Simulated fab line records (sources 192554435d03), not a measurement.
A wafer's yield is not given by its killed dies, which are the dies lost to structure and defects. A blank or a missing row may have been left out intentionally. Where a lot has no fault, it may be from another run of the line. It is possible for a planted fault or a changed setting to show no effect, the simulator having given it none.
Which tool did it? | flow n5Finfet | 9 lots, 27 wafers sampled, at 5 steps of a route of 1938

== WHAT EACH GAUGE READ, for each wafer ==
N5_BEOL_M4_RC_MEAS_101. Usual: DIBL_N 36.2 mV/V, standard deviation 1.4; DIBL_P 36.1 mV/V, standard deviation 1.5; IOFF_N 0.153 nA/um, standard deviation 0.02; IOFF_P 0.215 nA/um, standard deviation 0.03; ION_N 672 uA/um, standard deviation 8.6; ION_P 463 uA/um, standard deviation 6.8; SS_N 71.5 mV/dec, standard deviation 0.47; SS_P 73.3 mV/dec, standard deviation 0.57; VT_N 250.6 mV, standard deviation 2.4; VT_P -249 mV, standard deviation 3.2.
lot  | measured     | on        | DIBL_N (mV/V)  | DIBL_P (mV/V)  | IOFF_N (nA/um)    | IOFF_P (nA/um)    | ION_N (uA/um) | ION_P (uA/um) | SS_N (mV/dec)  | SS_P (mV/dec)  | VT_N (mV)         | VT_P (mV)      | flag
L776 | day 8 02:04  | prober-01 | 37.6 37.6 37.4 | 37.9 38.2 37.4 | 0.159 0.161 0.151 | 0.247 0.259 0.246 | 674 665 661   | 474 465 464   | 72.6 72.1 72.0 | 72.9 73.1 73.3 | 249.2 249.9 252.7 | -247 -245 -247 | 
L777 | day 8 01:47  | prober-02 | 34.2 36.8 33.5 | 34.5 37.8 33.2 | 0.138 0.194 0.126 | 0.227 0.293 0.204 | 667 698 671   | 469 488 473   | 71.9 72.0 71.0 | 73.4 74.1 73.4 | 252.3 244.4 253.8 | -246 -244 -246 | 
L785 | day 9 22:13  | prober-01 | 35.6 34.5 36.8 | 37.4 36.0 39.1 | 0.153 0.135 0.185 | 0.196 0.181 0.229 | 662 667 685   | 455 455 465   | 70.7 71.2 72.3 | 72.7 72.0 73.3 | 250.1 251.2 245.4 | -252 -253 -249 | 
L786 | day 10 13:11 | prober-02 | 37.6 39.3 37.1 | 38.4 39.5 37.7 | 0.144 0.178 0.144 | 0.228 0.256 0.224 | 657 687 670   | 461 476 468   | 71.7 71.7 71.6 | 73.7 74.3 72.9 | 252.0 250.2 250.8 | -246 -246 -249 | 
L790 | day 11 06:25 | prober-01 | 36.4 34.8 36.8 | 34.2 32.8 35.0 | 0.148 0.125 0.151 | 0.204 0.186 0.219 | 672 666 671   | 460 462 464   | 71.7 71.0 71.2 | 72.3 73.0 72.6 | 250.5 254.5 252.0 | -250 -249 -248 | 
L792 | day 12 05:56 | prober-02 | 34.3 35.7 32.6 | 33.4 34.8 31.0 | 0.122 0.139 0.103 | 0.160 0.177 0.131 | 657 666 656   | 450 453 450   | 70.8 71.0 70.6 | 73.0 72.7 72.2 | 254.2 251.7 255.1 | -257 -253 -259 | 
L796 | day 12 23:07 | prober-02 | 33.4 34.2 37.0 | 33.3 34.3 37.3 | 0.105 0.113 0.147 | 0.157 0.175 0.210 | 659 652 681   | 456 451 467   | 71.1 71.2 71.7 | 72.7 72.6 73.5 | 254.6 254.2 253.8 | -255 -251 -250 | 
L798 | day 13 08:04 | prober-02 | 35.3 34.6 34.8 | 34.7 34.2 34.0 | 0.139 0.141 0.134 | 0.193 0.188 0.191 | 673 679 679   | 460 464 464   | 71.3 70.8 71.5 | 73.2 74.3 73.3 | 253.2 253.1 251.2 | -250 -254 -251 | 
L799 | day 13 14:23 | prober-01 | 34.1 36.1 35.6 | 35.2 37.2 36.6 | 0.146 0.166 0.160 | 0.200 0.217 0.213 | 676 667 676   | 467 462 461   | 70.4 71.7 71.5 | 73.2 73.4 73.7 | 249.4 249.0 250.4 | -249 -247 -251 | 

== WHAT TOOL EACH LOT RAN ON (gives the tool, then ch and the chambers of the sampled wafers, and finally the start) ==
lot  | N5_ILD0_CMP_12               | N5_SDB_STRIP_21                  | N5_SDB_CMP_30                | N5_HKMG_FIN_HK_ALD_01
L776 | cmp-04 ch 0,1,2, day 3 17:41 | rieDiel-04 ch 1,2, day 3 18:47   | cmp-03 ch 0,1,3, day 3 22:22 | aldHk-01 ch 1,2,3, day 3 23:12
L777 | cmp-04 ch 0,2,3, day 4 00:44 | rieDiel-04 ch 0,3, day 4 02:11   | cmp-01 ch 0,2, day 4 05:54   | aldHk-02 ch 2,3, day 4 06:56
L785 | cmp-03 ch 0,1, day 6 00:01   | rieDiel-02 ch 0,1, day 6 01:11   | cmp-03 ch 0,3, day 6 04:47   | aldHk-03 ch 0,1,3, day 6 05:44
L786 | cmp-04 ch 1,2, day 6 05:08   | rieDiel-03 ch 1,2, day 6 06:35   | cmp-02 ch 0,2, day 6 09:56   | aldHk-03 ch 0,1,3, day 6 10:49
L790 | cmp-03 ch 0,1, day 7 10:28   | rieDiel-02 ch 1,2, day 7 11:28   | cmp-03 ch 0,1,2, day 7 14:52 | aldHk-03 ch 2,3, day 7 16:01
L792 | cmp-04 ch 0,3, day 7 18:21   | rieDiel-02 ch 0,1, day 7 19:29   | cmp-03 ch 0,1,3, day 7 22:53 | aldHk-01 ch 0,1, day 7 23:43
L796 | cmp-03 ch 1,2, day 8 18:02   | rieDiel-04 ch 0,3, day 8 19:07   | cmp-01 ch 0,1,2, day 8 23:25 | aldHk-03 ch 2,3, day 9 00:13
L798 | cmp-04 ch 1,3, day 9 05:12   | rieDiel-04 ch 0,1, day 9 06:11   | cmp-01 ch 0,1,2, day 9 09:43 | aldHk-01 ch 0,1,2, day 9 10:37
L799 | cmp-01 ch 0,1,2, day 9 16:36 | rieDiel-02 ch 1,2,3, day 9 18:07 | cmp-02 ch 0,2,3, day 9 21:40 | aldHk-01 ch 1,2,3, day 9 22:38
- N5_ILD0_CMP_12: polishes SiNx, stops on poly-Si, t overpolish 6 s, target thk 17.67 nm.
- N5_SDB_STRIP_21: strips in CF4.
- N5_SDB_CMP_30: polishes, stops on poly-Si, t overpolish 1.54 s, target thk 30 nm.
- N5_HKMG_FIN_HK_ALD_01: deposits HfO2, target thk 1.6 nm, pulse time 3 s, purge time 3 s.

== WHAT THE TOOLS THEMSELVES READ (means of the sampled wafers that have a number; where no wafer has one, the mark that the record gives instead) ==
N5_ILD0_CMP_12. Usual: motorCurrentA 9.3 A, standard deviation 0.81; overpolishRunS 5.999 s, standard deviation 0.0088; timeToEndpointS 28.1 s, standard deviation 2.3.
lot  | tool   | motorCurrentA (A) | overpolishRunS (s) | timeToEndpointS (s) | flag
L776 | cmp-04 | 8.5               | 6.006              | 23.9                | 
L777 | cmp-04 | 9.0               | 5.994              | 25.2                | 
L785 | cmp-03 | 9.8               | 6.000              | 26.5                | 
L786 | cmp-04 | 8.5               | 5.998              | 30.1                | 
L790 | cmp-03 | 9.8               | 5.998              | 27.6                | 
L792 | cmp-04 | 9.2               | 5.988              | 32.1                | 
L796 | cmp-03 | 9.3               | 6.003              | 25.7                | 
L798 | cmp-04 | 9.4               | 6.000              | 29.7                | 
L799 | cmp-01 | 9.8               | 5.997              | 27.9                | 

N5_SDB_STRIP_21. Usual: drypumpMotorCurrentA 5.7 A, standard deviation 0.55; oesProductAu 0.81 a.u., standard deviation 0.087; rfVppV 271.9 V, standard deviation 1.3; showerheadPlenumPTorr 1.83 Torr, standard deviation 0.05; throttleValvePct 13.54 %, standard deviation 0.24.
lot  | tool       | drypumpMotorCurrentA (A) | oesProductAu (a.u.) | rfVppV (V) | showerheadPlenumPTorr (Torr) | throttleValvePct (%) | flag
L776 | rieDiel-04 | 6.0                      | 0.80                | 271.9      | 1.84                         | 13.64                | 
L777 | rieDiel-04 | 5.6                      | 0.77                | 271.3      | 1.82                         | 13.67                | 
L785 | rieDiel-02 | 5.8                      | 0.72                | 269.6      | 1.74                         | 13.66                | 
L786 | rieDiel-03 | 5.6                      | 0.88                | 272.8      | 1.82                         | 13.36                | 
L790 | rieDiel-02 | 5.1                      | 0.85                | 271.6      | 1.79                         | 13.31                | 
L792 | rieDiel-02 | 5.3                      | 0.87                | 272.1      | 1.84                         | 13.32                | 
L796 | rieDiel-04 | 5.7                      | 0.92                | 272.3      | 1.81                         | 13.36                | 
L798 | rieDiel-04 | 6.3                      | 0.80                | 271.7      | 1.82                         | 13.72                | 
L799 | rieDiel-02 | 5.0                      | 0.80                | 271.1      | 1.78                         | 13.45                | 

N5_SDB_CMP_30. Usual: motorCurrentA 12.9 A, standard deviation 1.5; overpolishRunS 1.540 s, standard deviation 0.0091; timeToEndpointS 15.8 s, standard deviation 1.8.
lot  | tool   | motorCurrentA (A) | overpolishRunS (s) | timeToEndpointS (s) | flag
L776 | cmp-03 | 12.9              | 1.540              | 16.8                | 
L777 | cmp-01 | 12.0              | 1.535              | 16.7                | 
L785 | cmp-03 | 12.6              | 1.541              | 14.1                | 
L786 | cmp-02 | 10.9              | 1.538              | 16.0                | 
L790 | cmp-03 | 13.2              | 1.542              | 25.9                | OFF
L792 | cmp-03 | 13.0              | 1.540              | 28.5                | OFF
L796 | cmp-01 | 13.7              | 1.544              | 16.0                | 
L798 | cmp-01 | 13.7              | 1.544              | 17.2                | 
L799 | cmp-02 | 12.7              | 1.551              | 15.3                | 

N5_HKMG_FIN_HK_ALD_01. Usual: precursorPulseHeightRel 0.996, standard deviation 0.018.
lot  | tool     | precursorPulseHeightRel | flag
L776 | aldHk-01 | 1.004                   | 
L777 | aldHk-02 | 0.968                   | 
L785 | aldHk-03 | 0.977                   | 
L786 | aldHk-03 | 0.994                   | 
L790 | aldHk-03 | 1.007                   | 
L792 | aldHk-01 | 1.002                   | 
L796 | aldHk-03 | 0.993                   | 
L798 | aldHk-01 | 1.004                   | 
L799 | aldHk-01 | 0.997                   | 

== THE ANSWER, worked out from the rows above alone ==
Rule: take the mean of a lot's wafers that have a number; if it is more than 3 standard deviations from the usual mean, the lot is off. Also off: a lot with no number at a reading for which 4 or more lots have one. Where the step has rows for the other lots, those lots are counted as sound. First the gauges in route order, then the tools' own readings, where a lot's mean is used as printed above. The first step at which some lot is off is used, and at that step the reading that is off furthest; a lot without a number counts as furthest.
Off: L790, L792, at N5_SDB_CMP_30 (timeToEndpointS).
A tool fits if, at that step or a process step before it, it ran every lot that is off, and no sound lot after the first of them. One fits: cmp-03 at N5_SDB_CMP_30. Its last sound lot is L785 (day 6 04:47), its first lot that is off L790 (day 7 14:52): a fault that began between those two fits.
On the lots that are off, the tool's own readings at N5_SDB_CMP_30 differ by more than 5 times the standard deviation of the sound lots' means, which bears it out; timeToEndpointS reads 27.2 s there versus 16.0 s on the sound lots.

== WHAT HAD BEEN PUT IN BY THE SIMULATOR ==
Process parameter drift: cmp-03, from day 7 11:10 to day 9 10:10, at N5_SDB_CMP_30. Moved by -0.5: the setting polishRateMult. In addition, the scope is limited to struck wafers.
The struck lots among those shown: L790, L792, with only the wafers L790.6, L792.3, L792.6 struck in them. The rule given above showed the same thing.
